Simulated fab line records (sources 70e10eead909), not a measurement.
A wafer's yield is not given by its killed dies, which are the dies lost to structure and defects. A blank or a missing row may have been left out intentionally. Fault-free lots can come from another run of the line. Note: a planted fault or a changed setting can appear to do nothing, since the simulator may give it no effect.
Matching of chambers / flow nand-harc / NHARC_A_M1_DEP_33 on pecvd-03 has 3 sister chambers
The step deposits SiCN, target thk 30 nm. 6 wafers are shown with their chamber, then 7 later ones without.

WAFERS, EACH WITH ITS CHAMBER
wafer=L082.2; chamber=1; heater-power-w (W)=684
wafer=L083.1; chamber=0; heater-power-w (W)=533
wafer=L083.2; chamber=1; heater-power-w (W)=584
wafer=L083.3; chamber=2; heater-power-w (W)=495
wafer=L092.1; chamber=2; heater-power-w (W)=424
wafer=L092.2; chamber=0; heater-power-w (W)=476

WAFERS MISSING THEIR CHAMBER
wafer=L092.4; heater-power-w (W)=430
wafer=L097.1; heater-power-w (W)=479
wafer=L097.2; heater-power-w (W)=436
wafer=L097.5; heater-power-w (W)=661
wafer=L097.3; heater-power-w (W)=636
wafer=L097.4; heater-power-w (W)=432
wafer=L097.6; heater-power-w (W)=499

EACH ONE'S CHAMBER
wafer=L092.4; from the rows above=can't be placed: 2 or 0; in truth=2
wafer=L097.1; from the rows above=can't be placed: 2 or 0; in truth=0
wafer=L097.2; from the rows above=can't be placed: 2 or 0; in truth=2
wafer=L097.5; from the rows above=1; in truth=1
wafer=L097.3; from the rows above=1; in truth=1
wafer=L097.4; from the rows above=can't be placed: 2 or 0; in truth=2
wafer=L097.6; from the rows above=can't be placed: 0 or 2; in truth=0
Placed correctly: 2 of 7. Unplaceable from these rows: 5, with the true chamber sitting among the candidates in 5. Wrongly placed: 0.
How it was worked out, from the rows above alone: a wafer's distance from a chamber is the root of the sum, over the readings, of the square of ((its reading less the chamber's mean) divided by the reading's scatter). The wafer belongs to the nearest chamber; if the next one is less than 2 further off, it can't be placed. The mean given for a chamber averages the wafers shown for that chamber. The scatter: take each reading less its chamber's mean, square it, sum over the shown wafers, divide by the number of wafers less the number of chambers, and take the root.
